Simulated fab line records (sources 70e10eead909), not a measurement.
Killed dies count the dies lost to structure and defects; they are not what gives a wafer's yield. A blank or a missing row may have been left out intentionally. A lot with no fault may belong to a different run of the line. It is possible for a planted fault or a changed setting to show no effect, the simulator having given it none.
fab line records + flow nand-harc
record:
- lots: 11
- wafers: 33
- last-day: 33
route steps=1302 shown A_STAIRCASE@668
lots with no fault: from the same line, run without faults
start-h: hours from the record's opening day to when the first of the lot's shown wafers began + wait-h: hours since the lot's step before + " as in the row above + L1.1+2: one row covering several wafers at once + - either no value or no given start + * or withheld: withheld + < > ~ a bound
route shown NAME@n: a module of which the file shows steps, and the number in the route of the first + usual: mean and standard deviation over wafers with no fault + same: alike in all rows + chamber/n: place in a boat + sites: per-site readings + _std_site: how widely they spread, as a standard deviation + _edge_site: inner sites' mean taken away from outer sites' mean + radius-mm: for every site, how far away it sits from the centre of the wafer + mask NAME#n: copy n + behind: the most recent tool/chamber to have shaped the wafer + hold: why the lot was held/for how many hours/how that ended + device: transistor that didn't switch, given as n, p or np + end of line: at the end of the route, the tests of the same wafers + a step with no rows: only its recipe + killed: dies lost to structure and defects at the first sort, not the wafer's yield + map: shows each die of a wafer: x if killed, . if not, _ if none is there
set.NAME: the run value of the setting; set.NAME@STEP: its run value at that earlier step + model.NAME: the simulator's own value behind a step, which no gauge read
one table for each step of the route and one row for each wafer, over a sample of lots
services: a tool's chamber out of use, with start hour (start-h, from the record's first day; less than 0 if before it), hours out, and reason
== steps ==
step: NHARC_A_STAIRCASE_TRIM_12
recipe:
- time-s: 211.2
- o2-flow-sccm: 500
- ar-flow-sccm: 0
- bias-w: 0
- chemistry: O2
usual:
- drypump-motor-current-A: 5.9/0.37
- oes-product-au: 1.002/0.018
- rf-vpp-V: 57.8/0.96
- showerhead-plenum-p-Torr: 3.55/0.18
- throttle-valve-pct: 17.037/0.0092
| lot.wafer | tool        | chamber | start-h | wait-h | drypump-motor-current-A | oes-product-au | rf-hours-counter-h | rf-vpp-V | showerhead-plenum-p-Torr | throttle-valve-pct |
|-----------|-------------|---------|---------|--------|-------------------------|----------------|--------------------|----------|--------------------------|--------------------|
| L519.1    | rie-diel-05 | 3       | 355.49  | 0.1    | 5.9                     | 1.029          | 41                 | 57.7     | 3.31                     | 17.042             |
| L519.2    | "           | 1       | "       | "      | 6.1                     | 1.009          | 40                 | 59.0     | 3.76                     | 17.043             |
| L519.5    | "           | 0       | "       | "      | 6.6                     | 1.009          | -                  | 56.4     | 3.42                     | 17.055             |
| L518.3    | rie-diel-11 | 0       | 355.96  | 0.1    | 5.6                     | 0.988          | 29                 | 58.2     | 3.69                     | 17.041             |
| L518.1    | "           | 1       | "       | "      | 5.5                     | 1.006          | 24                 | 57.1     | 3.79                     | 17.047             |
| L518.6    | "           | 0       | "       | "      | 5.6                     | 0.993          | -                  | 58.0     | 3.69                     | 17.045             |
| L520.1    | rie-diel-10 | 3       | 366.78  | 0.1    | 5.9                     | 0.997          | 35                 | 58.5     | 3.29                     | 17.040             |
| L520.3    | "           | 0       | "       | "      | 5.6                     | 1.008          | 36                 | 58.6     | 3.51                     | 17.038             |
| L520.5    | "           | 3       | "       | "      | 5.9                     | 1.005          | -                  | 57.6     | 3.29                     | 17.031             |
| L521.2    | rie-diel-11 | 1       | 384.87  | 0.1    | 5.5                     | 1.006          | 33                 | 58.7     | 3.79                     | 17.035             |
| L521.3    | "           | 3       | "       | "      | 6.1                     | 1.005          | 40                 | 57.8     | 3.53                     | 17.048             |
| L521.5    | "           | 2       | "       | "      | 6.1                     | 0.975          | -                  | 58.4     | 3.76                     | 17.045             |
| L526.2    | rie-diel-10 | 3       | 431.17  | 0.1    | 5.9                     | 0.994          | 0                  | 56.6     | 3.81                     | 17.044             |
| L526.3    | "           | 0       | "       | "      | 5.7                     | 0.986          | 0                  | 56.7     | 3.50                     | 17.030             |
| L526.5    | "           | 2       | "       | "      | 5.7                     | 0.974          | -                  | 57.7     | 3.49                     | 17.014             |
| L527.2    | rie-diel-05 | 3       | 451.69  | 0.1    | 5.9                     | 1.010          | 5                  | 58.6     | 3.31                     | 17.036             |
| L527.4    | "           | 1       | "       | "      | 6.1                     | 0.991          | 15                 | 58.0     | 3.74                     | 17.031             |
| L527.1    | "           | 2       | "       | "      | 6.1                     | 1.018          | 15                 | 57.5     | 3.32                     | 17.031             |
| L529.4    | rie-diel-05 | 2       | 473.28  | 0.1    | 6.1                     | 1.013          | 20                 | 57.4     | 3.32                     | 17.057             |
| L529.3    | "           | 1       | "       | "      | 6.1                     | 0.996          | 20                 | 57.2     | 3.73                     | 17.025             |
| L529.5    | "           | 3       | "       | "      | 5.9                     | 1.024          | -                  | 57.5     | 3.30                     | 17.043             |
| L536.1    | rie-diel-05 | 1       | 524.11  | 0.1    | 6.1                     | 1.002          | 33                 | 57.8     | 3.72                     | 17.019             |
| L536.4    | "           | 2       | "       | "      | 6.1                     | 1.015          | 35                 | 58.1     | 3.31                     | 17.055             |
| L536.3    | "           | 3       | "       | "      | 5.9                     | 1.026          | 27                 | 57.7     | 3.29                     | 17.031             |
| L537.2    | rie-diel-11 | 2       | 551.25  | 0.1    | 6.2                     | 0.969          | 35                 | 59.0     | 3.73                     | 17.038             |
| L537.1    | "           | 3       | "       | "      | 6.1                     | 1.020          | 35                 | 57.8     | 3.50                     | 17.036             |
| L537.6    | "           | 0       | "       | "      | 5.6                     | 0.993          | -                  | 59.1     | 3.65                     | 17.035             |
| L538.3    | rie-diel-05 | 2       | 551.89  | 0.6    | 6.1                     | 1.004          | 45                 | 58.2     | 3.31                     | 17.027             |
| L538.2    | "           | 3       | "       | "      | 5.9                     | 1.029          | 39                 | 57.9     | 3.29                     | 17.041             |
| L538.4    | "           | 0       | "       | "      | 6.7                     | 1.026          | 43                 | 58.4     | 3.39                     | 17.035             |
| L539.2    | rie-diel-05 | 1       | 569.69  | 0.1    | 6.1                     | 0.992          | 44                 | 56.7     | 3.72                     | 17.039             |
| L539.1    | "           | 3       | "       | "      | 5.9                     | 1.049          | 41                 | 57.7     | 3.29                     | 17.048             |
| L539.5    | "           | 1       | "       | "      | 6.1                     | 0.992          | -                  | 57.0     | 3.72                     | 17.031             |
step: NHARC_A_STAIRCASE_EXPOSE_181
recipe:
- na: 0.5
- dose-mj: 27.87
- mask-id: STAIR_2
usual:
- exposure-dose-mJ-cm2: 27.867/0.025
| lot.wafer | tool           | chamber | start-h | wait-h | mask      | exposure-dose-mJ-cm2 |
|-----------|----------------|---------|---------|--------|-----------|----------------------|
| L519.1    | krf-scanner-02 | 0       | 359.11  | -      | STAIR_2#0 | 27.853               |
| L519.2    | "              | 0       | "       | "      | STAIR_2#0 | 27.831               |
| L519.5    | "              | 0       | "       | "      | STAIR_2#0 | 27.864               |
| L518.1    | krf-scanner-02 | 0       | 359.55  | -      | STAIR_2#0 | 27.869               |
| L518.3    | "              | 0       | "       | "      | STAIR_2#0 | 27.878               |
| L518.6    | "              | 0       | "       | "      | STAIR_2#0 | 27.865               |
| L520.1    | krf-scanner-04 | 0       | 370.03  | -      | STAIR_2#0 | 27.863               |
| L520.3    | "              | 0       | "       | "      | STAIR_2#0 | 27.867               |
| L520.5    | "              | 0       | "       | "      | STAIR_2#0 | 27.907               |
| L521.2    | krf-scanner-01 | 0       | 391.43  | -      | STAIR_2#0 | 27.878               |
| L521.3    | "              | 0       | "       | "      | STAIR_2#0 | 27.880               |
| L521.5    | "              | 0       | "       | "      | STAIR_2#0 | 27.911               |
| L526.2    | krf-scanner-02 | 0       | 434.64  | -      | STAIR_2#0 | 27.802               |
| L526.3    | "              | 0       | "       | "      | STAIR_2#0 | 27.815               |
| L526.5    | "              | 0       | "       | "      | STAIR_2#0 | 27.855               |
| L527.1    | krf-scanner-02 | 0       | 455.40  | -      | STAIR_2#0 | 28.261               |
| L527.2    | "              | 0       | "       | "      | STAIR_2#0 | 28.245               |
| L527.4    | "              | 0       | "       | "      | STAIR_2#0 | 28.222               |
| L529.3    | krf-scanner-02 | 0       | 476.52  | -      | STAIR_2#0 | 28.307               |
| L529.4    | "              | 0       | "       | "      | STAIR_2#0 | 28.271               |
| L529.5    | "              | 0       | "       | "      | STAIR_2#0 | 28.294               |
| L536.1    | krf-scanner-01 | 0       | 528.69  | -      | STAIR_2#0 | 27.858               |
| L536.3    | "              | 0       | "       | "      | STAIR_2#0 | 27.842               |
| L536.4    | "              | 0       | "       | "      | STAIR_2#0 | 27.872               |
| L537.1    | krf-scanner-01 | 0       | 554.45  | -      | STAIR_2#0 | 27.843               |
| L537.2    | "              | 0       | "       | "      | STAIR_2#0 | 27.894               |
| L537.6    | "              | 0       | "       | "      | STAIR_2#0 | 27.901               |
| L538.2    | krf-scanner-04 | 0       | 555.22  | -      | STAIR_2#0 | 27.887               |
| L538.3    | "              | 0       | "       | "      | STAIR_2#0 | 27.857               |
| L538.4    | "              | 0       | "       | "      | STAIR_2#0 | 27.820               |
| L539.1    | krf-scanner-04 | 0       | 573.92  | -      | STAIR_2#0 | 27.852               |
| L539.2    | "              | 0       | "       | "      | STAIR_2#0 | 27.875               |
| L539.5    | "              | 0       | "       | "      | STAIR_2#0 | 27.857               |
step: NHARC_A_STAIRCASE_DESCUM_186
recipe:
- time-s: 3
- o2-flow-sccm: 200
- ar-flow-sccm: 0
- bias-power-w: 0
- chemistry: O2
usual:
- drypump-motor-current-A: 5.9/0.39
- oes-product-au: 1.004/0.018
- rf-vpp-V: 57.7/0.91
- showerhead-plenum-p-Torr: 1.91/0.096
- throttle-valve-pct: 11.311/0.0088
same:
- bias-power-w: 0
| lot.wafer | tool        | chamber | start-h | wait-h | drypump-motor-current-A | oes-product-au | rf-hours-counter-h | rf-vpp-V | showerhead-plenum-p-Torr | throttle-valve-pct |
|-----------|-------------|---------|---------|--------|-------------------------|----------------|--------------------|----------|--------------------------|--------------------|
| L519.1    | rie-diel-10 | 2       | 359.49  | -      | 5.7                     | 1.022          | 35                 | 59.1     | 1.90                     | 11.311             |
| L519.2    | "           | 0       | "       | "      | 5.7                     | 0.996          | 33                 | 57.6     | 1.90                     | 11.312             |
| L519.5    | "           | 3       | "       | "      | 5.9                     | 1.019          | -                  | 56.9     | 1.78                     | 11.300             |
| L518.1    | rie-diel-10 | 1       | 359.93  | -      | 5.2                     | 1.000          | 36                 | 58.2     | 1.95                     | 11.310             |
| L518.3    | "           | 0       | "       | "      | 5.6                     | 1.000          | 33                 | 57.9     | 1.90                     | 11.314             |
| L518.6    | "           | 1       | "       | "      | 5.2                     | 1.000          | -                  | 59.1     | 1.95                     | 11.333             |
| L520.1    | rie-diel-11 | 0       | 370.42  | -      | 5.6                     | 0.991          | 36                 | 58.4     | 2.01                     | 11.295             |
| L520.3    | "           | 2       | "       | "      | 6.1                     | 0.964          | 30                 | 57.4     | 2.05                     | 11.311             |
| L520.5    | "           | 0       | "       | "      | 5.6                     | 0.993          | -                  | 57.6     | 2.00                     | 11.309             |
| L521.2    | rie-diel-10 | 0       | 391.81  | -      | 5.6                     | 1.001          | 41                 | 57.7     | 1.90                     | 11.300             |
| L521.3    | "           | 2       | "       | "      | 5.7                     | 1.009          | 43                 | 59.1     | 1.89                     | 11.288             |
| L521.5    | "           | 3       | "       | "      | 5.9                     | 1.005          | -                  | 56.8     | 1.77                     | 11.304             |
| L526.3    | rie-diel-05 | 2       | 435.03  | -      | 6.1                     | 1.010          | 5                  | 55.2     | 1.80                     | 11.318             |
| L526.2    | "           | 0       | "       | "      | 6.6                     | 1.026          | 4                  | 57.3     | 1.84                     | 11.313             |
| L526.5    | "           | 0       | "       | "      | 6.6                     | 1.023          | -                  | 57.7     | 1.84                     | 11.307             |
| L527.1    | rie-diel-05 | 0       | 455.78  | -      | 6.6                     | 1.014          | 14                 | 55.8     | 1.84                     | 11.296             |
| L527.4    | "           | 1       | "       | "      | 6.1                     | 0.990          | 16                 | 58.8     | 2.03                     | 11.316             |
| L527.2    | "           | 3       | "       | "      | 5.9                     | 1.012          | 6                  | 57.8     | 1.78                     | 11.310             |
| L529.4    | rie-diel-11 | 3       | 476.89  | -      | 6.0                     | 1.016          | 9                  | 58.9     | 1.90                     | 11.315             |
| L529.3    | "           | 0       | "       | "      | 5.6                     | 0.977          | 8                  | 58.2     | 1.99                     | 11.309             |
| L529.5    | "           | 3       | "       | "      | 6.0                     | 1.028          | -                  | 59.5     | 1.90                     | 11.306             |
| L536.4    | rie-diel-10 | 1       | 529.07  | -      | 5.2                     | 0.997          | 23                 | 58.5     | 1.94                     | 11.298             |
| L536.1    | "           | 2       | "       | "      | 5.7                     | 1.006          | 41                 | 56.9     | 1.88                     | 11.322             |
| L536.3    | "           | 0       | "       | "      | 5.6                     | 0.997          | 35                 | 58.5     | 1.89                     | 11.300             |
| L537.1    | rie-diel-05 | 2       | 554.86  | -      | 6.1                     | 1.007          | 46                 | 57.1     | 1.79                     | 11.311             |
| L537.2    | "           | 1       | "       | "      | 6.1                     | 1.016          | 42                 | 58.3     | 2.03                     | 11.331             |
| L537.6    | "           | 2       | "       | "      | 6.1                     | 1.022          | -                  | 56.8     | 1.79                     | 11.297             |
| L538.2    | rie-diel-10 | 0       | 555.59  | -      | 5.6                     | 0.989          | 44                 | 56.8     | 1.88                     | 11.309             |
| L538.3    | "           | 1       | "       | "      | 5.2                     | 1.000          | 32                 | 58.2     | 1.93                     | 11.314             |
| L538.4    | "           | 3       | "       | "      | 5.9                     | 1.001          | 52                 | 59.3     | 2.06                     | 11.300             |
| L539.1    | rie-diel-05 | 1       | 574.34  | -      | 6.1                     | 0.985          | 46                 | 58.8     | 2.02                     | 11.321             |
| L539.2    | "           | 3       | "       | "      | 5.9                     | 1.041          | 43                 | 55.8     | 1.77                     | 11.325             |
| L539.5    | "           | 1       | "       | "      | 6.1                     | 0.985          | -                  | 57.8     | 2.02                     | 11.316             |
step: NHARC_A_STAIRCASE_TRIM_193
recipe:
- time-s: 211.2
- o2-flow-sccm: 500
- ar-flow-sccm: 0
- bias-w: 0
- chemistry: O2
usual:
- drypump-motor-current-A: 5.9/0.37
- oes-product-au: 1.004/0.017
- rf-vpp-V: 57.8/0.92
- showerhead-plenum-p-Torr: 3.53/0.17
- throttle-valve-pct: 17.036/0.0087
| lot.wafer | tool        | chamber | start-h | wait-h | drypump-motor-current-A | oes-product-au | rf-hours-counter-h | rf-vpp-V | showerhead-plenum-p-Torr | throttle-valve-pct |
|-----------|-------------|---------|---------|--------|-------------------------|----------------|--------------------|----------|--------------------------|--------------------|
| L519.1    | rie-diel-10 | 2       | -       | -      | 5.7                     | 1.019          | 35                 | 56.6     | 3.50                     | 17.025             |
| L519.2    | "           | 3       | "       | "      | 5.9                     | 1.023          | 32                 | 56.4     | 3.29                     | 17.052             |
| L519.5    | "           | 1       | "       | "      | 5.2                     | 0.990          | -                  | 58.2     | 3.59                     | 17.026             |
| L518.3    | rie-diel-10 | 2       | -       | -      | 5.7                     | 1.029          | 35                 | 58.7     | 3.50                     | 17.046             |
| L518.1    | "           | 3       | "       | "      | 5.9                     | 1.006          | 32                 | 57.0     | 3.29                     | 17.037             |
| L518.6    | "           | 3       | "       | "      | 5.9                     | 1.016          | -                  | 56.2     | 3.29                     | 17.025             |
| L520.3    | rie-diel-11 | 1       | -       | -      | 5.5                     | 1.010          | 29                 | 57.8     | 3.79                     | 17.038             |
| L520.1    | "           | 3       | "       | "      | 6.0                     | 1.010          | 37                 | 58.0     | 3.53                     | 17.038             |
| L520.5    | "           | 2       | "       | "      | 6.2                     | 0.978          | -                  | 59.4     | 3.76                     | 17.043             |
| L521.2    | rie-diel-10 | 0       | -       | -      | 5.6                     | 1.018          | 41                 | 57.9     | 3.51                     | 17.048             |
| L521.3    | "           | 3       | "       | "      | 5.9                     | 1.001          | 39                 | 58.1     | 3.29                     | 17.043             |
| L521.5    | "           | 0       | "       | "      | 5.7                     | 1.005          | -                  | 58.3     | 3.51                     | 17.032             |
| L526.3    | rie-diel-05 | 3       | -       | -      | 5.9                     | 1.021          | 2                  | 56.9     | 3.31                     | 17.027             |
| L526.2    | "           | 1       | "       | "      | 6.1                     | 1.014          | 5                  | 59.1     | 3.74                     | 17.032             |
| L526.5    | "           | 3       | "       | "      | 5.9                     | 1.018          | -                  | 56.3     | 3.31                     | 17.026             |
| L527.2    | rie-diel-05 | 0       | -       | -      | 6.7                     | 1.029          | 14                 | 59.4     | 3.40                     | 17.039             |
| L527.4    | "           | 1       | "       | "      | 6.1                     | 0.985          | 16                 | 58.7     | 3.73                     | 17.032             |
| L527.1    | "           | 3       | "       | "      | 5.9                     | 1.013          | 6                  | 57.0     | 3.30                     | 17.025             |
| L529.4    | rie-diel-11 | 3       | -       | -      | 6.1                     | 1.017          | 10                 | 57.6     | 3.51                     | 17.053             |
| L529.3    | "           | 0       | "       | "      | 5.6                     | 0.982          | 10                 | 58.9     | 3.67                     | 17.044             |
| L529.5    | "           | 2       | "       | "      | 6.2                     | 0.969          | -                  | 57.2     | 3.74                     | 17.033             |
| L536.1    | rie-diel-10 | 3       | -       | -      | 5.9                     | 1.008          | 42                 | 59.2     | 3.78                     | 17.032             |
| L536.4    | "           | 0       | "       | "      | 5.7                     | 0.990          | 35                 | 58.5     | 3.48                     | 17.029             |
| L536.3    | "           | 1       | "       | "      | 5.2                     | 1.001          | 23                 | 57.5     | 3.57                     | 17.038             |
| L537.2    | rie-diel-05 | 2       | -       | -      | 6.1                     | 0.997          | 47                 | 57.5     | 3.31                     | 17.045             |
| L537.1    | "           | 0       | "       | "      | 6.6                     | 1.024          | 44                 | 56.3     | 3.39                     | 17.023             |
| L537.6    | "           | 3       | "       | "      | 5.9                     | 1.031          | -                  | 56.1     | 3.29                     | 17.047             |
| L538.2    | rie-diel-10 | 3       | -       | -      | 5.9                     | 0.991          | 52                 | 57.8     | 3.78                     | 17.036             |
| L538.3    | "           | 0       | "       | "      | 5.7                     | 0.983          | 44                 | 58.5     | 3.48                     | 17.029             |
| L538.4    | "           | 2       | "       | "      | 5.7                     | 0.999          | 52                 | 56.5     | 3.46                     | 17.025             |
| L539.1    | rie-diel-05 | 1       | -       | -      | 6.1                     | 0.988          | 47                 | 59.0     | 3.72                     | 17.053             |
| L539.2    | "           | 3       | "       | "      | 5.9                     | 1.039          | 44                 | 56.9     | 3.29                     | 17.035             |
| L539.5    | "           | 0       | "       | "      | 6.7                     | 1.029          | -                  | 56.5     | 3.39                     | 17.043             |
== services ==
| tool           | chamber | start-h | hours | kind   |
|----------------|---------|---------|-------|--------|
| rie-diel-05    | 0       | 338.44  | -     | clean  |
| rie-diel-05    | 1       | 338.44  | -     | clean  |
| rie-diel-05    | 2       | 338.44  | -     | clean  |
| rie-diel-05    | 3       | 338.44  | -     | clean  |
| krf-scanner-04 | -       | 357.41  | 4.0   | pm     |
| rie-diel-05    | 0       | 363.34  | -     | clean  |
| rie-diel-05    | 1       | 363.34  | -     | clean  |
| rie-diel-05    | 2       | 363.34  | -     | clean  |
| rie-diel-05    | 3       | 363.34  | -     | clean  |
| krf-scanner-01 | -       | 386.00  | 5.1   | repair |
| rie-diel-05    | 0       | 388.26  | -     | clean  |
| rie-diel-05    | -       | 408.41  | 9.0   | pm     |
| rie-diel-11    | -       | 416.68  | 0.2   | repair |
| rie-diel-10    | -       | 419.84  | 9.0   | pm     |
| rie-diel-10    | 1       | 432.20  | 13.8  | repair |
| rie-diel-11    | -       | 432.57  | 9.0   | pm     |
| krf-scanner-01 | -       | 436.95  | 0.5   | repair |
| krf-scanner-02 | -       | 438.00  | 4.0   | pm     |
| krf-scanner-01 | -       | 455.93  | 2.5   | repair |
| krf-scanner-01 | -       | 484.00  | 4.0   | pm     |
| krf-scanner-04 | -       | 506.91  | 0.8   | repair |
| rie-diel-11    | 0       | 520.39  | 3.2   | repair |
| krf-scanner-04 | -       | 529.41  | 4.0   | pm     |
| krf-scanner-04 | -       | 537.30  | 0.1   | repair |
== key ==
first-sign:
- step: NHARC_A_STAIRCASE_EXPOSE_181
- reading: exposure-dose-mJ-cm2
- direction: up
- sigmas: 16
- usual: 27.867
- struck: 28.267
effect none on later readings
met-at NHARC_A_STAIRCASE_EXPOSE_181
struck-lots L527,L529
tester-left-out L527,L529
not-acting-at NHARC_A_STAIRCASE_TRIM_12,NHARC_A_STAIRCASE_DESCUM_186,NHARC_A_STAIRCASE_TRIM_193
onset-between 434.64 455.40
fault:
- kind: process-parameter-drift
- tool: krf-scanner-02
- chamber: -
- onset-h: 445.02
- steps: NHARC_A_STAIRCASE_EXPOSE_181
- channel: dose-mj
- offset: 0.39502
- shape: step
- acts-in: these-recipes-only
- stated: 27.87
tester-left-out: of these lots the tester's yield and bins aren't shown, on N5 and GAA mostly nor the transistor test; their killed dies are dies lost to structure and defects alone, not to doping, threshold or leakage, so they don't give the yield
